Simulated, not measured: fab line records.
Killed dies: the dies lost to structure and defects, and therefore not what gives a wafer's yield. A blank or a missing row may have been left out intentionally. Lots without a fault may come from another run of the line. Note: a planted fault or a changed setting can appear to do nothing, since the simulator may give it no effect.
Matching of chambers -- flow nand_harc -- NHARC_P_M0_PRE_CLEAN_31 on pecvd-02: 3 sister chambers
The step time 12 s. 16 wafers are shown with their chamber, then 7 later ones without.

## WAFERS WITH THEIR CHAMBER
wafer,chamber,heater_power_w (W),rf_fwd_power_W (W)
L130.3,0,516,292.7
L130.5,1,639,291.8
L130.6,2,635,292.7
L132.1,2,606,292.0
L132.4,2,607,293.4
L132.5,0,521,292.1
L135.3,1,646,292.6
L135.4,2,559,292.3
L135.6,1,662,291.0
L143.1,0,486,293.2
L143.3,2,601,292.4
L145.1,1,590,292.0
L145.3,2,540,292.4
L145.6,1,573,291.4
L149.1,1,663,293.0
L149.2,0,473,292.8

SIGNATURES (means of the wafers above)
reading,chamber 0,chamber 1,chamber 2,scatter within a chamber
heater_power_w,499.00,628.83,591.33,34
rf_fwd_power_W,292.700,291.967,292.533,0.59
Rule: for a wafer and a chamber, the distance is found by dividing, reading by reading, the gap between the wafer's reading and the chamber's mean by the reading's scatter, squaring, summing and taking the root. If the next closest chamber is less than 2 further off than the closest, the wafer can't be placed; otherwise it belongs to the closest. The scatter is the square root of a quotient: the sum, over the shown wafers, of each reading's squared deviation from its chamber's mean, divided by wafers minus chambers.

## WAFERS WHOSE CHAMBER IS MISSING
wafer,heater_power_w (W),rf_fwd_power_W (W)
L149.4,654,293.0
L150.3,488,293.1
L150.4,530,293.7
L150.5,475,292.8
L151.4,522,293.5
L151.5,539,291.1
L151.6,520,293.3

## THE CHAMBER EACH PASSED THROUGH
wafer,from the rows above,in truth
L149.4,can't be placed: 1 or 2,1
L150.3,0,0
L150.4,can't be placed: 0 or 2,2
L150.5,0,0
L151.4,can't be placed: 0 or 2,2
L151.5,can't be placed: 2 or 0 or 1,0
L151.6,can't be placed: 0 or 2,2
Placed correctly: 2 of 7. From these rows, 5 cannot be placed; in 5 the true chamber is one of the candidates. Number placed wrongly: 0.
